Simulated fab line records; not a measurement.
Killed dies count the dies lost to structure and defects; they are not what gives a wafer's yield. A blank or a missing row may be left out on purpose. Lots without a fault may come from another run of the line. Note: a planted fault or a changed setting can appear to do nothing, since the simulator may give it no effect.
A struck lot beside a sound one -- flow n5_finfet -- 14 out of 1938 route steps
Sound: these wafers, L758.4, L758.5, L758.6. Struck: wafers L749.2, L749.3 (left out: L749.6, a lot-mate that was not struck); the cause follows at the end.
For every step that has rows: the tool of each side, followed by ch and its chambers, followed by its first start. Under that, the readings that differ: sound wafers -- struck wafers -- difference of the means -- sigmas: that difference in standard deviations of wafers without a fault.
alike: a reading whose means differ by less than 2 such deviations, as well as words and numbers matching on both sides. not compared: withheld readings; readings where some wafer has no value; bounds like >300 that might hide an equal value; numbers whose values overlap and for which the record gives no deviation.
Wherever a step has rows on one side only, a row that says differs or no value, or a row with sigmas, the two part there. Numbers that don't overlap but have no deviation are shown without sigmas and don't part them. A reading that every wafer of one side lacks parts them only if that side has two wafers or more.

first, 1 step without rows for these wafers: N5_BEOL_M8_CURE_75 (cures SiCOH lowk, time 120 s).
N5_BEOL_M8_DEGAS_44: time 60 s.
  sound on pvd_sputter-02 at day 15 14:13; struck on pvd_sputter-01 at day 14 06:46
  alike: heater_power_w, susceptor_temp_C
then, 1 step without rows for these wafers: N5_BEOL_M8_PRE_CLEAN_45 (time 30 s).
N5_BEOL_M8_ALD_77: deposits TaN, target thk 2 nm, pulse time 2 s, purge time 3 s.
  sound on ald_metal-03 ch 0,1,2, day 15 14:20; struck on ald_metal-02 ch 1,2, day 14 06:52
  alike: heater_power_w, susceptor_temp_C
  not compared: since_wet_clean_h
N5_BEOL_M8_SURFACE_TREAT_79:
  sound on pvd_sputter-01 at day 15 14:43; struck on pvd_sputter-02 at day 14 07:22
  not compared: pressure_mtorr, throttle_valve_pct
then, 1 step without rows for these wafers: N5_BEOL_M8_CVD_78 (deposits Co from CCTBA/H2, target thk 2 nm, time 142.3 s).
N5_BEOL_M8_SPUTTER_48: material Cu, target thk 10 nm, time 1.667 s.
  sound on pvd_sputter-01 at day 15 14:58; struck on pvd_sputter-03 at day 14 08:22
  alike: susceptor_temp_C, throttle_valve_pct
then, 2 steps without rows for these wafers: N5_BEOL_M8_ECD_50 (material Cu, target thk 300 nm); N5_BEOL_M8_ANNEAL_51 (time 90 s).
N5_BEOL_M8_CMP_52: polishes, stops on SiCOH lowk, t overpolish 6.9 s, target thk 80 nm.
  sound on cmp-02 ch 0,3, day 15 15:39; struck on cmp-03 ch 1,2, day 14 08:59
  alike: barrier_field_endpoint_s, motor_current_A, overpolish_run_s, time_to_endpoint_s
N5_BEOL_M8_THK_MEAS_53: measures by xrf.
  sound on film_metro-02 at day 15 15:56; struck on film_metro-02 at day 14 09:15
  alike: M8_THK
then, 1 step without rows for these wafers: N5_BEOL_M8_PRE_CLEAN_55 (time 15 s).
N5_BEOL_M8_DEP_56: deposits SiCN from 3MS/NH3, target thk 10 nm, time 17.5 s.
  sound on pecvd-04 ch 0,1,2, day 15 16:01; struck on pecvd-01 ch 0,1, day 14 09:19
reading,sound,struck,difference,sigmas
since_wet_clean_h (h),- - -,1206 1931,no value on the sound wafers,
model.SiCN_of_BEOL_M8_DEP_56.thk_nm (nm),10.4 10.4 10.4,11.4 11.4,+1.0,
  alike: showerhead_plenum_p_Torr, throttle_valve_pct
N5_BEOL_M8_RS_MEAS_57: the measuring method here is four-point-probe.
  sound on film_metro-02 at day 15 16:05; struck on film_metro-01 at day 14 09:23
  alike: M8_RS

WHERE THEY PART
N5_BEOL_M8_DEP_56 only, going by this record. Later steps at which nothing parts them and some readings are alike: N5_BEOL_M8_RS_MEAS_57.

WHY: the cause the simulator had injected
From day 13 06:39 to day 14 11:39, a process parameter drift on pecvd-01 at N5_BEOL_M8_DEP_56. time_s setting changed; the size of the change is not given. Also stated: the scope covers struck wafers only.
